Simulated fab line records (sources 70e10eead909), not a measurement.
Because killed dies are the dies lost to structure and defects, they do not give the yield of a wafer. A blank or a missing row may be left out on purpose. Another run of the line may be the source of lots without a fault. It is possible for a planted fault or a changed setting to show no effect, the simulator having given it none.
What tool caused it? ; flow nand_harc ; 32 wafers from 11 lots sampled at 4 of the route's 1302 steps

WHAT EACH GAUGE READ, for each wafer
The record holds no reading of a measuring or inspecting step that can be judged against a usual standard deviation.

WHICH TOOL RAN EACH LOT (tool, then ch and the chambers of the sampled wafers, then the start)
lot;NHARC_P_ZERO_WELL_SOFTBAKE_06;NHARC_P_GATE_DESCUM_13;NHARC_P_GATE_DESCUM_93;NHARC_P_CONTACT_STRIP_28
L562;litho_track-03 ch 0, day 2 06:00;rie_diel-03 ch 0,1,3, day 4 18:35;rie_diel-03 ch 0,1,3, day 6 00:40;rie_diel-07 ch 1,2, day 6 06:19
L564;litho_track-05 ch 0, day 3 02:00;rie_diel-11 ch 0,1,2, day 5 20:49;rie_diel-06 ch 0,1,2, day 7 01:34;rie_diel-12 ch 0,1,3, day 7 07:34
L565;litho_track-07 ch 0, day 3 12:00;rie_diel-03 ch 0,2, day 5 20:40;rie_diel-03 ch 1,2,3, day 7 04:16;rie_diel-02 ch 0,1, day 7 10:03
L567;litho_track-03 ch 0, day 4 08:00;rie_diel-06 ch 0,1,2, day 6 20:25;rie_diel-06 ch 1,3, day 8 07:08;rie_diel-02 ch 1,2,3, day 8 13:02
L568;litho_track-05 ch 0, day 4 18:00;rie_diel-03 ch 0,1,3, day 7 03:59;rie_diel-11 ch 1,2,3, day 8 09:38;rie_diel-12 ch 0,2,3, day 8 15:18
L569;litho_track-07 ch 0, day 5 04:00;rie_diel-11 ch 0,3, day 7 18:20;rie_diel-11 ch 1,2,3, day 9 02:35;rie_diel-02 ch 0,1,3, day 9 09:11
L572;litho_track-03 ch 0, day 6 10:00;rie_diel-11 ch 1,3, day 8 21:53;rie_diel-06 ch 0,1, day 10 07:43;rie_diel-07 ch 0,3, day 10 13:17
L573;litho_track-03 ch 0, day 6 20:00;rie_diel-03 ch 0,1,2, day 9 06:34;rie_diel-03 ch 0,1, day 10 13:38;rie_diel-07 ch 0,1,3, day 10 19:11
L579;litho_track-03 ch 0, day 9 08:00;rie_diel-11 ch 1,3, day 12 05:28;rie_diel-06 ch 0,3, day 13 12:13;rie_diel-07 ch 0,1, day 13 18:05
L583;litho_track-05 ch 0, day 11 00:00;rie_diel-11 ch 1,2,3, day 13 11:11;rie_diel-11 ch 1,2,3, day 14 21:50;rie_diel-02 ch 1,2,3, day 15 03:29
L584;litho_track-07 ch 0, day 11 10:00;rie_diel-03 ch 1,3, day 14 00:17;rie_diel-06 ch 0,1,3, day 15 09:09;rie_diel-02 ch 0,3, day 15 15:28
- NHARC_P_ZERO_WELL_SOFTBAKE_06: time 70 s.
- NHARC_P_GATE_DESCUM_13: chemistry O2, time 3 s.
- NHARC_P_GATE_DESCUM_93: chemistry O2, time 3 s.
- NHARC_P_CONTACT_STRIP_28: strips in O2.

AS READ BY THE TOOLS THEMSELVES (means over the sampled wafers that have a number; for cases with no such wafer, the mark the record gives instead)
NHARC_P_ZERO_WELL_SOFTBAKE_06. Usual: heater_power_total_W 200.7 W, standard deviation 1.4; resist_line_temp_C 23.02 C, standard deviation 0.096.
lot;tool;heater_power_total_W (W);resist_line_temp_C (C);flag
L562;litho_track-03;200.5;23.06;
L564;litho_track-05;200.9;23.02;
L565;litho_track-07;200.2;22.85;
L567;litho_track-03;199.7;23.05;
L568;litho_track-05;201.6;22.83;
L569;litho_track-07;200.0;23.05;
L572;litho_track-03;201.5;22.99;
L573;litho_track-03;200.5;22.90;
L579;litho_track-03;226.6;22.98;OFF
L583;litho_track-05;200.5;23.08;
L584;litho_track-07;199.8;23.07;

NHARC_P_GATE_DESCUM_13. Usual: chamber_pressure_mTorr 60.00 mTorr, standard deviation 0.054; drypump_motor_current_A 5.6 A, standard deviation 0.39; oes_product_au 1.001 a.u., standard deviation 0.011; rf_vpp_V 58.1 V, standard deviation 0.91; showerhead_plenum_p_Torr 1.96 Torr, standard deviation 0.086; throttle_valve_pct 11.311 %, standard deviation 0.0087.
lot;tool;chamber_pressure_mTorr (mTorr);drypump_motor_current_A (A);oes_product_au (a.u.);rf_vpp_V (V);showerhead_plenum_p_Torr (Torr);throttle_valve_pct (%);flag
L562;rie_diel-03;59.96;5.8;1.010;58.8;1.95;11.311;
L564;rie_diel-11;60.01;5.6;1.007;57.1;1.98;11.309;
L565;rie_diel-03;60.00;6.1;0.994;58.1;1.85;11.310;
L567;rie_diel-06;60.02;5.5;1.013;58.5;2.01;11.309;
L568;rie_diel-03;60.02;5.8;0.997;58.3;1.95;11.315;
L569;rie_diel-11;60.02;5.6;1.002;57.5;1.86;11.311;
L572;rie_diel-11;59.96;5.8;1.009;58.3;1.97;11.311;
L573;rie_diel-03;59.96;5.7;0.999;57.3;1.89;11.310;
L579;rie_diel-11;60.09;5.7;1.003;57.2;1.94;11.314;
L583;rie_diel-11;59.94;5.5;1.004;58.4;1.97;11.311;
L584;rie_diel-03;59.96;5.5;0.993;57.5;1.99;11.310;

NHARC_P_GATE_DESCUM_93. Usual: chamber_pressure_mTorr 60.00 mTorr, standard deviation 0.055; drypump_motor_current_A 5.6 A, standard deviation 0.36; oes_product_au 1.000 a.u., standard deviation 0.01; rf_vpp_V 57.9 V, standard deviation 0.89; showerhead_plenum_p_Torr 1.97 Torr, standard deviation 0.084; throttle_valve_pct 11.312 %, standard deviation 0.0093.
lot;tool;chamber_pressure_mTorr (mTorr);drypump_motor_current_A (A);oes_product_au (a.u.);rf_vpp_V (V);showerhead_plenum_p_Torr (Torr);throttle_valve_pct (%);flag
L562;rie_diel-03;59.98;5.8;0.995;57.8;1.95;11.314;
L564;rie_diel-06;59.95;5.5;1.010;57.6;2.01;11.312;
L565;rie_diel-03;59.96;5.5;0.990;58.2;1.96;11.312;
L567;rie_diel-06;60.02;5.9;1.008;57.8;2.04;11.314;
L568;rie_diel-11;60.01;5.5;1.005;58.0;1.98;11.308;
L569;rie_diel-11;60.04;5.5;0.996;57.4;1.98;11.313;
L572;rie_diel-06;59.97;5.4;1.000;57.5;2.00;11.299;
L573;rie_diel-03;60.00;5.7;1.003;57.6;1.91;11.309;
L579;rie_diel-06;60.00;5.3;1.003;56.9;2.01;11.309;
L583;rie_diel-11;60.00;5.5;0.993;57.2;1.97;11.312;
L584;rie_diel-06;59.98;5.6;1.001;58.3;2.02;11.319;

NHARC_P_CONTACT_STRIP_28. Usual: chamber_pressure_mTorr 60.00 mTorr, standard deviation 0.054; drypump_motor_current_A 5.8 A, standard deviation 0.43; oes_product_au 1.001 a.u., standard deviation 0.0075; rf_vpp_V 58.1 V, standard deviation 0.97; showerhead_plenum_p_Torr 3.61 Torr, standard deviation 0.11; throttle_valve_pct 17.038 %, standard deviation 0.0084.
lot;tool;chamber_pressure_mTorr (mTorr);drypump_motor_current_A (A);oes_product_au (a.u.);rf_vpp_V (V);showerhead_plenum_p_Torr (Torr);throttle_valve_pct (%);flag
L562;rie_diel-07;59.97;6.0;0.991;57.6;3.54;17.037;
L564;rie_diel-12;59.98;5.2;1.005;58.3;3.65;17.037;
L565;rie_diel-02;60.00;5.7;1.008;57.3;3.57;17.034;
L567;rie_diel-02;60.03;5.9;0.995;59.5;3.69;17.037;
L568;rie_diel-12;59.99;5.5;1.001;58.2;3.59;17.045;
L569;rie_diel-02;60.03;5.8;1.009;57.9;3.64;17.030;
L572;rie_diel-07;60.03;5.7;0.995;58.3;3.64;17.041;
L573;rie_diel-07;59.98;5.6;1.003;59.3;3.67;17.037;
L579;rie_diel-07;60.00;5.3;0.994;59.5;3.71;17.038;
L583;rie_diel-02;60.04;5.9;1.001;58.4;3.69;17.039;
L584;rie_diel-02;60.01;5.7;1.007;58.6;3.59;17.042;

THE ANSWER, worked out from the rows above alone
Rule: take the mean of a lot's wafers that have a number; if it is more than 3 standard deviations from the usual mean, the lot is off. Also off: a lot with no number at a reading for which 4 or more lots have one. All remaining lots with rows at the step are treated as sound. Order of review: gauges by route order, followed by the tools' own readings, for which a lot's mean as printed above is used. The first step at which some lot is off is used, and at that step the reading that is off furthest; a lot without a number counts as furthest.
Off: L579, at NHARC_P_ZERO_WELL_SOFTBAKE_06 (heater_power_total_W).
If a tool, at that step or one of the process steps before it, ran each lot that is off and ran no sound lot following the first of them, it fits. One fits: litho_track-03 at NHARC_P_ZERO_WELL_SOFTBAKE_06. A fault onset in the window from L573 (day 6 20:00, its last sound lot) to L579 (day 9 08:00, its first lot off) fits.
On the lots that are off, the tool's own readings at NHARC_P_ZERO_WELL_SOFTBAKE_06 differ by more than 5 times the standard deviation of the sound lots' means, which bears it out; heater_power_total_W reads 226.6 W there versus 200.5 W on the sound lots.

WHAT THE SIMULATOR HAD INSERTED
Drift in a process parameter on litho_track-03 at NHARC_P_ZERO_WELL_SOFTBAKE_06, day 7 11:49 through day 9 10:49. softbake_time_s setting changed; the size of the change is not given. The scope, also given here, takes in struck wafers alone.
Shown lots that were struck: L579. The rule above found the same.
